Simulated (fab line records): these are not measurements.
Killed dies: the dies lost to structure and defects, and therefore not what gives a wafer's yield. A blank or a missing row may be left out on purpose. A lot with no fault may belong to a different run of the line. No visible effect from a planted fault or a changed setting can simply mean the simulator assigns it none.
Chamber matching	flow nand harc	ald hk-02 running NHARC_A_STAIRCASE_ALD_415: 4 sister chambers
The step deposits SiO2, target thk 30 nm, pulse time 6 s, ald cycles 300. 8 wafers are shown with their chamber, then 10 later ones without.

== WAFERS, EACH WITH ITS CHAMBER ==
wafer	chamber	heater power w (W)	precursor pulse height rel
L076.4	3	391	0.989
L076.5	3	387	0.943
L076.6	0	496	1.018
L080.3	1	532	1.005
L081.5	1	522	1.012
L081.6	2	513	0.996
L085.2	2	522	0.998
L085.3	0	504	1.031

== WAFERS MISSING THEIR CHAMBER ==
wafer	heater power w (W)	precursor pulse height rel
L085.6	380	1.009
L086.1	488	0.988
L086.3	521	1.011
L086.4	390	1.025
L088.2	535	0.980
L088.4	389	0.986
L088.5	392	1.015
L092.2	477	0.986
L092.3	415	0.999
L092.5	486	0.968

== CHAMBER TAKEN BY EACH ==
wafer	from the rows above	in truth
L085.6	3	3
L086.1	0	0
L086.3	can't be placed: 2 or 1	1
L086.4	3	3
L088.2	can't be placed: 1 or 2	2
L088.4	3	3
L088.5	3	3
L092.2	0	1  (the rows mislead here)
L092.3	3	3
L092.5	can't be placed: 0 or 2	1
Correctly placed: 6 of 10. Not placeable from these rows: 3 (in 2, the candidates include the true chamber). Number placed wrongly: 1.
How it was worked out, from the rows above alone: a wafer's distance from a chamber is the root of the sum, over the readings, of the square of ((its reading less the chamber's mean) divided by the reading's scatter). The wafer belongs to the nearest chamber; if the next one is less than 2 further off, it can't be placed. For every chamber, the mean is computed from those of its wafers that are shown. How the scatter is found: for the shown wafers, subtract from each reading the mean of its chamber, square and add these, divide the total by (wafers less chambers), then take the root.
